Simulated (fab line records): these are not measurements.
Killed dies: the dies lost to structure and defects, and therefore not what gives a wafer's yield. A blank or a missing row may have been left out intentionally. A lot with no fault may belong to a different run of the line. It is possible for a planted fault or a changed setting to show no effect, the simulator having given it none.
Matching of chambers + flow n5-finfet + rie-diel-04 running N5_BEOL_M0_CUTY_ETCH_62: 4 sister chambers
The step etches SiARC in CF4, time 58.5 s. 8 wafers are shown with their chamber, then 7 later ones without.

EACH WAFER AND ITS CHAMBER
| wafer  | chamber | showerhead-plenum-p-Torr (Torr) | throttle-valve-pct (%) |
|--------|---------|---------------------------------|------------------------|
| L078.3 | 3       | 2.03                            | 15.5                   |
| L080.1 | 1       | 2.19                            | 15.6                   |
| L080.6 | 3       | 2.03                            | 15.5                   |
| L086.1 | 2       | 2.05                            | 15.9                   |
| L086.5 | 1       | 2.18                            | 15.2                   |
| L086.6 | 0       | 2.15                            | 16.0                   |
| L088.1 | 0       | 2.15                            | 16.0                   |
| L088.3 | 2       | 2.05                            | 15.9                   |

WAFERS WITH NO CHAMBER GIVEN
| wafer  | showerhead-plenum-p-Torr (Torr) | throttle-valve-pct (%) |
|--------|---------------------------------|------------------------|
| L088.6 | 2.18                            | 15.2                   |
| L089.2 | 2.15                            | 16.0                   |
| L089.3 | 2.18                            | 15.2                   |
| L089.6 | 2.05                            | 15.9                   |
| L092.1 | 2.14                            | 16.0                   |
| L092.2 | 2.05                            | 15.9                   |
| L092.6 | 2.14                            | 16.0                   |

CHAMBER TAKEN BY EACH
| wafer  | from the rows above | in truth |
|--------|---------------------|----------|
| L088.6 | 1                   | 1        |
| L089.2 | 0                   | 0        |
| L089.3 | 1                   | 1        |
| L089.6 | 2                   | 2        |
| L092.1 | 0                   | 0        |
| L092.2 | 2                   | 2        |
| L092.6 | 0                   | 0        |
Correctly placed: 7 of 7. Not placeable from these rows: 0. Number placed wrongly: 0.
How it was worked out, from the rows above alone: a wafer's distance from a chamber is the root of the sum, over the readings, of the square of ((its reading less the chamber's mean) divided by the reading's scatter). The wafer belongs to the nearest chamber; if the next one is less than 2 further off, it can't be placed. The mean given for a chamber averages the wafers shown for that chamber. How the scatter is found: for the shown wafers, subtract from each reading the mean of its chamber, square and add these, divide the total by (wafers less chambers), then take the root.
